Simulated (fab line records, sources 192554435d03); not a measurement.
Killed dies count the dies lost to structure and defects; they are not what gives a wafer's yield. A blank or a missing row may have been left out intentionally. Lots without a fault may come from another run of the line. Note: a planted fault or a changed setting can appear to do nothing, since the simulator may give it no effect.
8D (eight disciplines) problem report, filled in by code | flow n5-finfet | the parts of the form that need people (team, actions taken, sign-off) are left out

1. PROBLEM STATEMENT
Mean of run-length-s at N5_PASSIVATION_PECVD_53: 351.0 s across 3 wafers in 3 lots; on wafers with no fault it is 197.5 s (standard deviation 0.5). That is +99 or more standard deviations from the usual mean.
The step: deposits SiO2 from TEOS/O2, target thk 800 nm, time 169.4 s.
First observed at day 16 08:27: wafer L414.2, on pecvd-03. The record has a number at this step for 27 wafers belonging to 10 lots. Rule for "out", or "out of limits": more than 4 standard deviations from the usual mean. The rest of the wafers with a number are treated as sound.

2. WHAT IT IS AND WHAT IT IS NOT
question                    | is                     | is not
which readings at this step | run-length-s           | -
which lots                  | L414, L416, L419       | L398, L399, L401, L402, L407, L410, L420
which wafers of those lots  | L414.2, L416.2, L419.2 | L414.3, L416.4, L416.5, L419.1
read on which tools         | pecvd-03               | pecvd-02, pecvd-04
when                        | from day 16 08:27      | up to then (18 sound wafers); but 6 sound wafers of L416, L419, L420 came after

3. THE SUSPECTS, EACH WITH WHAT RULES IT OUT
Counting: any tool at a process step up to the reading remains a suspect provided it ran every lot that is out. Sound lots after the first of them don't rule it out here, since some wafers of a struck lot are sound.
- pecvd-03 at N5_PASSIVATION_PECVD_53 (deposits SiO2 from TEOS/O2, target thk 800 nm, time 169.4 s): kept. Every lot that is out went through it, the first being L414 (day 16 08:27); the last sound lot it ran before that was L402 (day 13 09:36). On those wafers its own readings are out: run-length-s.
After counting, what remains is pecvd-03 at N5_PASSIVATION_PECVD_53.

4. THE CAUSE (what the simulator had put in)
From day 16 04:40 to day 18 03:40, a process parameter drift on pecvd-03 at N5_PASSIVATION_PECVD_53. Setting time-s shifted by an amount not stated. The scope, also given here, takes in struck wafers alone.
Only this tool survived the counting.

5. SEQUENCE OF EFFECTS, ordered by route
One row per reading whose mean, taken over the struck wafers that have a number, lies over 3 standard deviations from the usual. Scope: only readings with a usual standard deviation given in the record; hours: median across lots of the time from each lot's start at the first step in this table that gives one to its start at this step; sigmas: change in usual standard deviations.
hours | step                    | reading              | usual   | on struck wafers | change  | sigmas
0     | N5_PASSIVATION_PECVD_53 | run-length-s         | 197.5 s | 351.0            | +153.5  | +99 or more
4     | N5_PASSIVATION_PROBE_49 | defect-limited-yield | 91.3 %  | 0.0              | -91.3   | -65
4     | N5_PASSIVATION_PROBE_49 | killed-at-other      | 3.5     | 1069.0           | +1065.5 | +99 or more
4     | N5_PASSIVATION_PROBE_49 | killed-dies          | 103     | 1180             | +1077   | +63
4     | N5_PASSIVATION_PROBE_49 | killed-on-rim        | 14      | 152              | +138    | +34
4     | N5_PASSIVATION_PROBE_49 | sort_bin_5_function  | 5.0 %   | 96.2             | +91.2   | +99 or more
4     | N5_PASSIVATION_PROBE_49 | sort-n-pass          | 1076    | 0                | -1076   | -63
4     | N5_PASSIVATION_PROBE_49 | sort-yield-pct       | 91.2 %  | 0.0              | -91.2   | -65
Its process steps:
- N5_PASSIVATION_PECVD_53: deposits SiO2 from TEOS/O2, target thk 800 nm, time 169.4 s.
- N5_PASSIVATION_PROBE_49

6. HOW IT WOULD HAVE BEEN CAUGHT EARLIER
In this record no reading fell out of limits until day 16 08:27, 4 hours after the fault had begun at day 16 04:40.
